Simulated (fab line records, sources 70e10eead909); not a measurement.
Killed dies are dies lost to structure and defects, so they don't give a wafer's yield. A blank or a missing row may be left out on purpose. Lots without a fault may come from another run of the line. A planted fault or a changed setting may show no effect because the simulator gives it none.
Chamber matching | flow nand_harc | NHARC_A_WL_FILL_CMP_12 on cmp-01: 4 sister chambers
The step polishes, t overpolish 30 s, target thk 75 nm. 4 wafers are shown with their chamber, then 12 later ones without.

WAFERS WITH THEIR CHAMBER
wafer  | chamber | motor_current_A (A)
L091.2 | 0       | 11.8
L094.1 | 3       | 11.8
L094.2 | 2       | 11.8
L094.3 | 1       | 11.2

WAFERS WITHOUT THEIR CHAMBER
wafer  | motor_current_A (A)
L093.1 | 11.8
L093.2 | 11.9
L093.5 | 11.7
L095.2 | 12.3
L095.3 | 12.3
L095.6 | 11.9
L096.2 | 11.2
L096.3 | 12.2
L096.6 | 11.3
L097.2 | 11.5
L097.4 | 11.5
L097.6 | 11.7

WHICH CHAMBER EACH WENT THROUGH
wafer  | from the rows above               | in truth
L093.1 | can't be placed: 0 or 2 or 3      | 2
L093.2 | can't be placed: 0 or 2 or 3      | 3
L093.5 | can't be placed: 0 or 2 or 3 or 1 | 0
L095.2 | can't be placed: 0 or 2 or 3      | 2
L095.3 | can't be placed: 0 or 2 or 3      | 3
L095.6 | can't be placed: 0 or 2 or 3      | 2
L096.2 | 1                                 | 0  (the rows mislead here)
L096.3 | can't be placed: 0 or 2 or 3      | 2
L096.6 | can't be placed: 1 or 0 or 2 or 3 | 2
L097.2 | can't be placed: 0 or 1 or 2 or 3 | 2
L097.4 | can't be placed: 0 or 1 or 2 or 3 | 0
L097.6 | can't be placed: 0 or 2 or 3 or 1 | 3
Placed correctly: 0 of 12. Can't be placed from these rows: 11 (the true chamber is among the candidates in 11). Placed wrongly: 1.
How it was worked out, from the rows above alone: a wafer's distance from a chamber is the root of the sum, over the readings, of the square of ((its reading less the chamber's mean) divided by the reading's scatter). The wafer belongs to the nearest chamber; if the next one is less than 2 further off, it can't be placed. A chamber's mean is the mean of its shown wafers. The scatter: with one shown wafer a chamber, the root of the mean of the squares of how far each hidden wafer lies from its nearest shown one.
